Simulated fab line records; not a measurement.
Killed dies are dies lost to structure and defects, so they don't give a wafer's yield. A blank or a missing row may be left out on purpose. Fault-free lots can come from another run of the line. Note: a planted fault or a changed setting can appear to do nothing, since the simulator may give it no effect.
fab line records -- flow nand-harc -- part 1 of 2: steps 1 to 14 of 15
record lots=7, wafers=21, last-day=23
route steps=1159 shown A_CHANNEL_HOLE_D1@467 END@1159
lots that met no fault: from a run of the same line without faults
start-h: hours from the record's first day to the start of the lot's first wafer shown -- wait-h: time in hours since the lot's previous step -- " as in the row above -- L1.1+2: a single row standing in for several wafers -- - either no value or no given start -- * or withheld: withheld -- < > ~ a bound
route shown NAME@n: NAME is a module with steps in the file, n the number in the route of the first one -- usual: average and standard deviation across the fault-free wafers -- same: alike in all rows -- chamber/n: place in a boat -- sites: each site's reading -- _std_site: how widely they spread, as a standard deviation -- _edge_site: outer sites' mean less inner sites' -- radius-mm: how far each site lies from the wafer's centre -- mask NAME#n: copy n -- behind: tool/chamber where the wafer was last shaped -- hold: the reason the lot was held/the length of the hold in hours/how it ended -- device: the n, p or np transistor that did not switch -- end of line: at the end of the route, the tests of the same wafers -- step lacking rows: just its recipe -- killed: dies lost to structure and defects at the first sort, not the wafer's yield -- map: dies across one wafer; x = killed, . = not, _ = none there
set.NAME: setting as actually run; set.NAME@STEP: the setting as run at that earlier step -- model.NAME: the simulator's own value behind a step, which no gauge read
lots at some steps of the route; a table a step, a row a wafer
services: when a tool's chamber went out of use (start-h, in hours from the record's first day, below 0 if earlier), for how many hours, and the reason
## steps
# step NHARC_A_CHANNEL_HOLE_D1_ETCH_39
# recipe target-depth-a=2600, over-etch-frac=0.3, time-s=325, ion-energy-ev=200, n2-flow-sccm=150, h2-flow-sccm=150, ar-flow-sccm=0, rf-w=400, bias-w=150, chemistry=N2/H2
# step NHARC_A_CHANNEL_HOLE_D1_ETCH_34
# recipe target-depth-a=1540, time-s=77, cf4-flow-sccm=100, chf3-flow-sccm=30, ar-flow-sccm=0, rf-w=500, bias-w=200, chemistry=CF4/CHF3
# step NHARC_A_CHANNEL_HOLE_D1_ETCH_16
# recipe target-depth-a=31000, over-etch-frac=0.3, time-s=806, ion-energy-ev=150, o2-flow-sccm=400, cos-flow-sccm=20, ar-flow-sccm=0, rf-w=500, bias-w=300, chemistry=O2/COS
# usual bias-w=300.0/0.84, chamber-pressure-mTorr=19.999/0.018, drypump-motor-current-A=5.6/0.43, oes-product-au=1.000/0.0073, rf-vpp-V=313.7/1.8, showerhead-plenum-p-Torr=3.09/0.12, throttle-valve-pct=28.329/0.0094
lot.wafer,tool,chamber,start-h,wait-h,bias-w,chamber-pressure-mTorr,drypump-motor-current-A,oes-product-au,rf-hours-counter-h,rf-vpp-V,showerhead-plenum-p-Torr,throttle-valve-pct
L980.4,rie-diel-04,0,-,-,300.5,19.989,5.1,1.007,4,314.9,3.18,28.332
L980.3,rie-diel-04,3,-,-,299.6,20.025,6.2,0.998,7,312.1,2.96,28.335
L980.5,rie-diel-04,1,-,-,300.9,19.976,6.4,0.998,-,313.4,2.99,28.337
L988.1,rie-diel-02,3,-,-,299.3,19.978,5.2,0.998,7,313.4,2.96,28.341
L988.3,rie-diel-02,1,-,-,300.1,20.017,5.6,1.002,9,311.9,3.01,28.316
L988.4,rie-diel-02,2,-,-,301.2,20.002,5.5,1.002,6,316.8,3.24,28.336
L989.3,rie-diel-04,2,-,-,300.3,20.026,5.0,1.002,12,312.5,3.02,28.356
L989.2,rie-diel-04,3,-,-,300.8,19.992,6.2,1.009,12,312.3,2.96,28.341
L989.6,rie-diel-04,1,-,-,299.1,20.003,6.4,1.001,-,311.9,2.99,28.349
L990.3,rie-diel-04,1,-,-,300.0,20.022,6.4,0.989,13,312.3,2.99,28.338
L990.5,rie-diel-04,3,-,-,300.7,20.023,6.2,0.996,-,311.2,2.96,28.322
L990.6,rie-diel-04,0,-,-,299.3,19.989,5.1,1.000,-,314.2,3.17,28.343
L991.2,rie-diel-12,3,-,-,299.2,19.999,5.9,1.005,3,314.8,3.07,28.336
L991.6,rie-diel-12,2,-,-,300.4,20.025,5.9,1.001,-,318.0,3.35,28.327
L991.4,rie-diel-12,3,-,-,300.2,20.006,5.9,0.988,-,313.4,3.07,28.326
L994.2,rie-diel-12,0,-,-,300.5,19.980,6.1,1.013,3,314.6,3.14,28.355
L994.4,rie-diel-12,1,-,-,299.3,20.008,5.6,1.000,5,312.3,3.01,28.338
L994.6,rie-diel-12,2,-,-,299.7,20.007,5.9,1.012,-,317.0,3.35,28.321
L997.4,rie-diel-02,0,-,-,301.2,19.965,5.6,1.017,11,313.2,3.12,28.309
L997.5,rie-diel-02,2,-,-,298.6,20.029,5.5,1.008,-,315.0,3.23,28.330
L997.6,rie-diel-02,3,-,-,299.3,20.015,5.2,0.993,-,313.0,2.96,28.319
# step NHARC_A_CHANNEL_HOLE_D1_CD_MEAS_18
# usual cd-nm=99.2/1.5
lot.wafer,tool,chamber,start-h,wait-h,cd-nm
L980.3,cd-sem-01,-,208.23,-,97.5
L980.4,cd-sem-01,-,208.23,-,97.5
L980.5,cd-sem-01,-,208.23,-,97.2
L988.1,cd-sem-01,-,267.43,-,98.5
L988.3,cd-sem-01,-,267.43,-,98.8
L988.4,cd-sem-01,-,267.43,-,99.0
L989.2,cd-sem-02,-,267.75,-,100.1
L989.3,cd-sem-02,-,267.75,-,100.6
L989.6,cd-sem-02,-,267.75,-,99.7
L990.3,cd-sem-02,-,270.87,-,96.7
L990.5,cd-sem-02,-,270.87,-,98.3
L990.6,cd-sem-02,-,270.87,-,98.9
L991.2,cd-sem-01,-,272.93,-,99.3
L991.4,cd-sem-01,-,272.93,-,98.2
L991.6,cd-sem-01,-,272.93,-,101.1
L994.2,cd-sem-03,-,292.51,-,99.7
L994.4,cd-sem-03,-,292.51,-,102.2
L994.6,cd-sem-03,-,292.51,-,102.0
L997.4,cd-sem-01,-,303.71,-,98.8
L997.5,cd-sem-01,-,303.71,-,99.2
L997.6,cd-sem-01,-,303.71,-,98.7
# step NHARC_A_CHANNEL_HOLE_D1_ETCH_19
# recipe bias-v=1200, source-w=2500, pressure-mtorr=15, time-s=34.5, ar-flow-sccm=375, c4f8-flow-sccm=28.8, o2-flow-sccm=96.2, temp-c=-20, target-depth-a=*, chemistry=C4F8/O2/Ar
# step NHARC_A_CHANNEL_HOLE_D1_ETCH_20
# recipe bias-v=3000, source-w=withheld, pressure-mtorr=20, time-s=361.9, ar-flow-sccm=375, c4f8-flow-sccm=89.3, o2-flow-sccm=35.7, temp-c=-20, target-depth-a=16000, chemistry=C4F8/O2/Ar
# step NHARC_A_CHANNEL_HOLE_D1_ETCH_21
# recipe bias-v=3000, source-w=withheld, pressure-mtorr=20, time-s=514.3, ar-flow-sccm=375, c4f8-flow-sccm=89.3, o2-flow-sccm=35.7, temp-c=-20, target-depth-a=16000, chemistry=C4F8/O2/Ar
# usual c4f8-flow-sccm=89.26/0.25, chamber-pressure-mTorr=20.001/0.018, drypump-motor-current-A=5.67/0.13, he-backside-leak-sccm=5.5/0.46, showerhead-plenum-p-Torr=3.73/0.095, throttle-valve-pct=32.156/0.0092
lot.wafer,tool,chamber,start-h,wait-h,c4f8-flow-sccm,chamber-pressure-mTorr,drypump-motor-current-A,he-backside-leak-sccm,rf-hours-counter-h,showerhead-plenum-p-Torr,throttle-valve-pct
L980.3,har-etch-01,1,208.88,0.3,89.60,19.988,5.62,5.1,-,3.79,32.172
L980.4,har-etch-01,0,208.88,0.3,88.90,20.015,5.46,6.2,-,3.68,32.142
L980.5,har-etch-01,1,208.88,0.3,89.23,19.991,5.62,5.1,-,3.79,32.151
L988.1,har-etch-01,1,267.92,0.3,89.23,20.041,5.62,5.3,215,3.78,32.167
L988.4,har-etch-01,1,267.92,0.3,89.00,19.933,5.62,5.3,-,3.78,32.169
L988.3,har-etch-01,0,267.92,0.3,88.92,20.040,5.49,6.0,-,3.67,32.166
L989.2,har-etch-02,0,268.33,0.3,89.25,20.012,5.71,5.1,151,3.61,32.158
L989.3,har-etch-02,0,268.33,0.3,89.41,19.994,5.74,4.9,-,3.61,32.153
L989.6,har-etch-02,1,268.33,0.3,88.92,20.009,5.81,5.8,-,3.85,32.170
L990.3,har-etch-01,1,272.22,0.3,89.29,20.014,5.63,5.5,-,3.77,32.165
L990.6,har-etch-01,1,272.22,0.3,89.09,19.995,5.62,5.4,-,3.77,32.163
L990.5,har-etch-01,0,272.22,0.3,89.47,19.984,5.47,5.9,-,3.67,32.155
L991.2,har-etch-01,1,276.29,0.3,89.17,19.981,5.64,5.6,223,3.77,32.146
L991.4,har-etch-01,1,276.29,0.3,89.08,19.978,5.64,5.5,-,3.77,32.162
L991.6,har-etch-01,0,276.29,0.3,89.76,20.006,5.46,5.9,-,3.67,32.168
L994.2,har-etch-02,1,293.00,0.3,89.72,19.976,5.83,5.2,165,3.84,32.141
L994.4,har-etch-02,1,293.00,0.3,89.37,19.983,5.82,5.3,-,3.84,32.145
L994.6,har-etch-02,0,293.00,0.3,89.17,20.011,5.73,5.0,-,3.60,32.140
L997.4,har-etch-01,1,304.42,0.3,89.36,19.998,5.63,5.5,-,3.77,32.155
L997.6,har-etch-01,0,304.42,0.3,89.12,19.980,5.45,5.9,-,3.66,32.164
L997.5,har-etch-01,1,304.42,0.3,88.88,20.010,5.61,5.5,-,3.77,32.149
# step NHARC_A_CHANNEL_HOLE_D1_ETCH_22
# recipe bias-v=3000, source-w=withheld, pressure-mtorr=20, time-s=666.7, ar-flow-sccm=375, c4f8-flow-sccm=89.3, o2-flow-sccm=35.7, temp-c=-20, target-depth-a=16000, chemistry=C4F8/O2/Ar
# usual c4f8-flow-sccm=89.30/0.24, chamber-pressure-mTorr=20.001/0.018, drypump-motor-current-A=5.66/0.13, he-backside-leak-sccm=5.5/0.65, showerhead-plenum-p-Torr=3.73/0.095, throttle-valve-pct=32.155/0.0094
lot.wafer,tool,chamber,start-h,wait-h,c4f8-flow-sccm,chamber-pressure-mTorr,drypump-motor-current-A,he-backside-leak-sccm,rf-hours-counter-h,showerhead-plenum-p-Torr,throttle-valve-pct
L980.3,har-etch-01,1,209.37,0.4,89.51,20.002,5.61,5.3,-,3.79,32.159
L980.4,har-etch-01,0,209.37,0.4,89.56,20.001,5.48,5.8,-,3.68,32.152
L980.5,har-etch-01,1,209.37,0.4,88.73,19.963,5.64,5.2,-,3.79,32.146
L988.1,har-etch-01,1,268.36,0.4,88.91,20.016,5.61,5.3,215,3.78,32.155
L988.4,har-etch-01,1,268.36,0.4,89.10,19.985,5.62,5.4,-,3.78,32.158
L988.3,har-etch-01,0,268.36,0.4,89.01,19.991,5.46,5.6,-,3.67,32.154
L989.2,har-etch-02,0,268.79,0.4,89.25,19.965,5.72,5.2,151,3.61,32.155
L989.3,har-etch-02,0,268.79,0.4,89.04,20.018,5.72,5.2,-,3.61,32.156
L989.6,har-etch-02,1,268.79,0.4,89.39,20.002,5.83,5.6,-,3.85,32.158
L990.3,har-etch-01,1,272.70,0.4,89.26,20.026,5.63,5.4,-,3.77,32.154
L990.6,har-etch-01,1,272.70,0.4,88.91,20.004,5.63,5.5,-,3.77,32.147
L990.5,har-etch-01,0,272.70,0.4,89.47,20.004,5.45,11.4,-,3.67,32.172
L991.2,har-etch-01,1,276.75,0.4,89.33,20.016,5.63,5.3,223,3.77,32.165
L991.4,har-etch-01,1,276.75,0.4,89.38,20.005,5.63,5.3,-,3.77,32.156
L991.6,har-etch-01,0,276.75,0.4,89.17,20.006,5.45,5.8,-,3.67,32.158
L994.2,har-etch-02,1,293.45,0.4,89.40,19.997,5.81,5.9,165,3.84,32.147
L994.4,har-etch-02,1,293.45,0.4,89.52,20.001,5.82,5.5,-,3.84,32.174
L994.6,har-etch-02,0,293.45,0.4,89.58,19.990,5.73,5.3,-,3.60,32.164
L997.4,har-etch-01,1,304.93,0.4,89.22,19.989,5.63,5.4,-,3.77,32.174
L997.6,har-etch-01,0,304.93,0.4,89.08,19.978,5.46,6.1,-,3.66,32.164
L997.5,har-etch-01,1,304.93,0.4,89.39,19.985,5.64,5.5,-,3.77,32.145
# step NHARC_A_CHANNEL_HOLE_D1_ETCH_23
# recipe bias-v=5000, source-w=withheld, pressure-mtorr=20, time-s=819, ar-flow-sccm=375, c4f8-flow-sccm=89.3, o2-flow-sccm=35.7, temp-c=-20, target-depth-a=16000, chemistry=C4F8/O2/Ar
# usual c4f8-flow-sccm=89.31/0.23, chamber-pressure-mTorr=19.997/0.018, drypump-motor-current-A=5.66/0.13, he-backside-leak-sccm=5.5/0.67, showerhead-plenum-p-Torr=3.73/0.095, throttle-valve-pct=32.155/0.0087
lot.wafer,tool,chamber,start-h,wait-h,c4f8-flow-sccm,chamber-pressure-mTorr,drypump-motor-current-A,he-backside-leak-sccm,rf-hours-counter-h,showerhead-plenum-p-Torr,throttle-valve-pct
L980.3,har-etch-01,1,209.98,0.5,89.44,20.032,5.63,5.4,-,3.79,32.168
L980.4,har-etch-01,0,209.98,0.5,89.71,20.032,5.44,6.5,-,3.68,32.159
L980.5,har-etch-01,1,209.98,0.5,89.58,19.992,5.61,5.1,-,3.79,32.159
L988.1,har-etch-01,1,268.92,0.5,89.18,20.029,5.62,5.3,216,3.78,32.167
L988.4,har-etch-01,1,268.92,0.5,89.39,20.022,5.63,5.4,-,3.78,32.150
L988.3,har-etch-01,0,268.92,0.5,89.02,20.023,5.44,6.8,-,3.67,32.147
L989.2,har-etch-02,0,269.38,0.5,89.46,19.970,5.75,6.3,152,3.61,32.137
L989.3,har-etch-02,0,269.38,0.5,89.41,19.982,5.71,5.2,-,3.61,32.165
L989.6,har-etch-02,1,269.38,0.5,88.83,20.021,5.82,5.5,-,3.85,32.152
L990.3,har-etch-01,1,273.31,0.5,89.14,19.973,5.63,5.4,-,3.77,32.157
L990.6,har-etch-01,1,273.31,0.5,88.62,19.986,5.62,5.4,-,3.77,32.153
L990.5,har-etch-01,0,273.31,0.5,89.29,19.998,5.47,6.2,-,3.67,32.139
L991.2,har-etch-01,1,277.34,0.5,89.37,19.997,5.62,5.4,224,3.77,32.153
L991.4,har-etch-01,1,277.34,0.5,89.28,20.004,5.62,5.4,-,3.77,32.147
L991.6,har-etch-01,0,277.34,0.5,89.09,19.999,5.48,5.8,-,3.66,32.132
L994.2,har-etch-02,1,294.01,0.5,89.35,19.976,5.82,5.2,166,3.84,32.154
L994.4,har-etch-02,1,294.01,0.5,88.93,19.984,5.83,5.2,-,3.84,32.156
L994.6,har-etch-02,0,294.01,0.5,89.35,20.018,5.73,4.9,-,3.60,32.155
L997.4,har-etch-01,1,305.56,0.5,89.27,19.976,5.64,5.6,-,3.77,32.170
L997.6,har-etch-01,0,305.56,0.5,89.25,20.021,5.48,6.5,-,3.66,32.154
L997.5,har-etch-01,1,305.56,0.5,89.15,20.015,5.64,5.7,-,3.76,32.166
# step NHARC_A_CHANNEL_HOLE_D1_ETCH_24
# recipe bias-v=5000, source-w=withheld, pressure-mtorr=20, time-s=906.2, ar-flow-sccm=375, c4f8-flow-sccm=93.8, o2-flow-sccm=31.2, temp-c=-20, target-depth-a=15000, chemistry=C4F8/O2/Ar
# usual c4f8-flow-sccm=93.81/0.28, chamber-pressure-mTorr=19.998/0.02, drypump-motor-current-A=5.67/0.13, he-backside-leak-sccm=5.5/0.42, showerhead-plenum-p-Torr=3.73/0.095, throttle-valve-pct=32.236/0.0088
lot.wafer,tool,chamber,start-h,wait-h,c4f8-flow-sccm,chamber-pressure-mTorr,drypump-motor-current-A,he-backside-leak-sccm,rf-hours-counter-h,showerhead-plenum-p-Torr,throttle-valve-pct
L980.3,har-etch-01,1,210.70,0.6,93.65,20.022,5.61,5.3,-,3.79,32.226
L980.4,har-etch-01,0,210.70,0.6,93.88,19.990,5.43,6.2,-,3.68,32.239
L980.5,har-etch-01,1,210.70,0.6,93.52,20.017,5.61,5.3,-,3.79,32.243
L988.1,har-etch-01,1,269.61,0.6,94.34,20.000,5.62,5.5,216,3.77,32.251
L988.4,har-etch-01,1,269.61,0.6,94.11,20.015,5.62,5.5,-,3.77,32.223
L988.3,har-etch-01,0,269.61,0.6,93.35,20.003,5.44,6.4,-,3.66,32.241
L989.2,har-etch-02,0,270.10,0.6,93.61,20.012,5.72,5.1,152,3.61,32.246
L989.3,har-etch-02,0,270.10,0.6,93.60,19.984,5.74,5.0,-,3.61,32.223
L989.6,har-etch-02,1,270.10,0.6,93.67,19.974,5.82,5.5,-,3.84,32.223
L990.3,har-etch-01,1,274.02,0.6,93.47,20.003,5.62,5.3,-,3.77,32.233
L990.6,har-etch-01,1,274.02,0.6,93.79,19.984,5.62,5.4,-,3.77,32.238
L990.5,har-etch-01,0,274.02,0.6,93.72,20.001,5.47,6.2,-,3.66,32.238
L991.2,har-etch-01,1,278.05,0.6,93.45,20.033,5.64,5.5,224,3.77,32.223
L991.4,har-etch-01,1,278.05,0.6,93.81,20.010,5.64,5.5,-,3.77,32.207
L991.6,har-etch-01,0,278.05,0.6,93.55,19.998,5.44,5.8,-,3.66,32.241
L994.2,har-etch-02,1,294.69,0.6,93.94,20.036,5.84,5.3,166,3.83,32.227
L994.4,har-etch-02,1,294.69,0.6,93.86,19.965,5.85,5.4,-,3.83,32.241
L994.6,har-etch-02,0,294.69,0.6,93.69,20.014,5.72,5.3,-,3.60,32.238
L997.4,har-etch-01,1,306.29,0.6,93.66,19.976,5.63,5.5,-,3.76,32.217
L997.6,har-etch-01,0,306.29,0.6,93.40,19.985,5.46,5.8,-,3.65,32.231
L997.5,har-etch-01,1,306.29,0.6,93.84,19.994,5.62,5.4,-,3.76,32.244
# step NHARC_A_CHANNEL_HOLE_D1_ETCH_25
# recipe bias-v=5000, source-w=withheld, pressure-mtorr=20, time-s=1040.2, ar-flow-sccm=375, c4f8-flow-sccm=93.8, o2-flow-sccm=31.2, temp-c=-20, target-depth-a=15000, chemistry=C4F8/O2/Ar
# step NHARC_A_CHANNEL_HOLE_D1_ETCH_26
# recipe bias-v=300, source-w=2000, pressure-mtorr=30, time-s=224.1, ar-flow-sccm=375, c4f8-flow-sccm=11.4, o2-flow-sccm=113.6, temp-c=-20, target-depth-a=3000, chemistry=C4F8/O2/Ar
# step NHARC_A_CHANNEL_HOLE_D1_ETCH_33
# recipe bias-v=400, source-w=2000, pressure-mtorr=25, time-s=90, ar-flow-sccm=375, c4f8-flow-sccm=41.7, o2-flow-sccm=83.3, temp-c=-20, target-depth-a=4000, chemistry=C4F8/O2/Ar
# usual bias-v=400/3.6, c4f8-flow-sccm=41.68/0.13, drypump-motor-current-A=5.67/0.14, he-backside-leak-sccm=5.5/0.59, showerhead-plenum-p-Torr=3.77/0.098, throttle-valve-pct=27.619/0.0092
lot.wafer,tool,chamber,start-h,wait-h,bias-v,c4f8-flow-sccm,drypump-motor-current-A,he-backside-leak-sccm,rf-hours-counter-h,showerhead-plenum-p-Torr,throttle-valve-pct
L980.3,har-etch-01,1,212.37,0.2,401,41.61,5.63,5.5,-,3.83,27.621
L980.4,har-etch-01,0,212.37,0.2,397,41.86,5.47,6.2,-,3.72,27.607
L980.5,har-etch-01,1,212.37,0.2,398,41.61,5.64,5.3,-,3.83,27.606
L988.1,har-etch-01,1,271.46,0.2,-,-,-,-,-,-,-
L988.4,har-etch-01,1,271.46,0.2,-,-,-,-,-,-,-
L988.3,har-etch-01,0,271.46,0.2,-,-,-,-,-,-,-
L989.2,har-etch-02,0,271.86,0.2,-,-,-,-,-,-,-
L989.3,har-etch-02,0,271.86,0.2,-,-,-,-,-,-,-
L989.6,har-etch-02,1,271.86,0.2,-,-,-,-,-,-,-
L990.3,har-etch-01,1,275.68,0.2,-,-,-,-,-,-,-
L990.6,har-etch-01,1,275.68,0.2,-,-,-,-,-,-,-
L990.5,har-etch-01,0,275.68,0.2,-,-,-,-,-,-,-
L991.2,har-etch-01,1,279.79,0.2,399,41.43,5.61,5.5,226,3.81,27.617
L991.4,har-etch-01,1,279.79,0.2,400,41.60,5.62,5.5,-,3.81,27.607
L991.6,har-etch-01,0,279.79,0.2,396,41.68,5.44,6.8,-,3.70,27.608
L994.2,har-etch-02,1,296.52,0.2,406,41.44,5.81,5.8,168,3.88,27.619
L994.4,har-etch-02,1,296.52,0.2,400,41.35,5.83,5.5,-,3.88,27.617
L994.6,har-etch-02,0,296.52,0.2,404,41.75,5.73,5.4,-,3.64,27.635
L997.4,har-etch-01,1,307.82,-,404,41.78,5.64,5.4,-,3.81,27.634
L997.6,har-etch-01,0,307.82,-,399,41.67,5.45,6.0,-,3.70,27.619
L997.5,har-etch-01,1,307.82,-,401,41.75,5.62,5.3,-,3.81,27.612
# step NHARC_A_CHANNEL_HOLE_D1_STRIP_41
# recipe n2-flow-sccm=150, h2-flow-sccm=150, ar-flow-sccm=0, bias-w=0, chemistry=N2/H2
## key
first-sign step=NHARC_A_CHANNEL_HOLE_D1_ETCH_33, reading=tool-record, direction=missing
effect step=NHARC_END_SORT_01, reading=killed-at-array, direction=up, sigmas=62, usual=28, struck=675
more-kills-born-at NHARC_A_CHANNEL_HOLE_D1_ETCH_33@har-etch-01=3227, NHARC_A_CHANNEL_HOLE_D1_ETCH_33@har-etch-02=1291
met-at NHARC_A_CHANNEL_HOLE_D1_ETCH_33
struck-wafers L988.1,L988.3,L988.4,L989.2,L989.3,L989.6,L990.3,L990.5,L990.6
rows-end L989.2,L990.5
later-rows-left-out L988.1,L988.3,L988.4,L989.3,L989.6,L990.3,L990.6
tester-left-out L988,L989,L990
onset-between 212.37 271.46
fault kind=skipped-step-whole, tool=har-etch-01,har-etch-02, chamber=-, onset-h=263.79, steps=NHARC_A_CHANNEL_HOLE_D1_ETCH_33, scope=struck-lots-only
# tester-left-out: of these lots the tester's yield and bins aren't shown, on N5 and GAA mostly nor the transistor test; their killed dies are dies lost to structure and defects alone, not to doping, threshold or leakage, so they don't give the yield
# later-rows-left-out: the simulator's readings of these wafers behind a module that went badly wrong aren't trusted and aren't shown, but for the sort
# rows-end: these wafers met a further fault down the route, and their rows from its step on are left out
